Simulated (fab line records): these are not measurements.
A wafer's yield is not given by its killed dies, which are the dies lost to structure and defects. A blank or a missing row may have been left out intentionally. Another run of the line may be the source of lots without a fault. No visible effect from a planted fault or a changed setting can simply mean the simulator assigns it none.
Matching of chambers -- flow nand_harc -- rie_diel-02 running NHARC_P_GATE_DESCUM_31: 4 sister chambers
The step chemistry O2, time 3 s. 8 wafers are shown with their chamber, then 10 later ones without.

## WAFERS PAIRED WITH THEIR CHAMBERS
wafer,chamber,drypump_motor_current_A (A),oes_product_au (a.u.)
L083.3,3,5.1,0.978
L083.4,2,5.4,0.994
L083.6,1,6.4,0.995
L085.2,3,5.2,0.974
L085.5,0,5.5,1.001
L085.6,1,6.4,1.009
L086.1,0,5.5,0.990
L086.2,2,5.4,0.997

## WAFERS MISSING THEIR CHAMBER
wafer,drypump_motor_current_A (A),oes_product_au (a.u.)
L086.4,5.2,0.985
L090.3,5.4,0.985
L090.4,5.5,0.991
L090.6,5.2,0.991
L093.4,5.5,0.977
L093.5,5.5,0.998
L093.6,6.3,1.001
L097.2,6.4,0.995
L097.3,5.4,0.985
L097.5,5.4,0.980

## WHICH CHAMBER EACH WENT THROUGH
wafer,from the rows above,in truth
L086.4,3,3
L090.3,can't be placed: 2 or 0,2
L090.4,0,0
L090.6,3,3
L093.4,can't be placed: 0 or 2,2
L093.5,0,0
L093.6,1,1
L097.2,1,1
L097.3,can't be placed: 2 or 0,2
L097.5,can't be placed: 2 or 0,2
6 of 10 placed correctly. Cannot be placed on the basis of these rows: 4; the candidates contain the true chamber in 4. Placed wrongly: 0.
How it was worked out, from the rows above alone: a wafer's distance from a chamber is the root of the sum, over the readings, of the square of ((its reading less the chamber's mean) divided by the reading's scatter). If the next closest chamber is less than 2 further off than the closest, the wafer can't be placed; otherwise it belongs to the closest. A chamber's mean is the mean of its shown wafers. The scatter: the root of (the sum of the squares of (reading less its chamber's mean) over the shown wafers, divided by (wafers less chambers)).
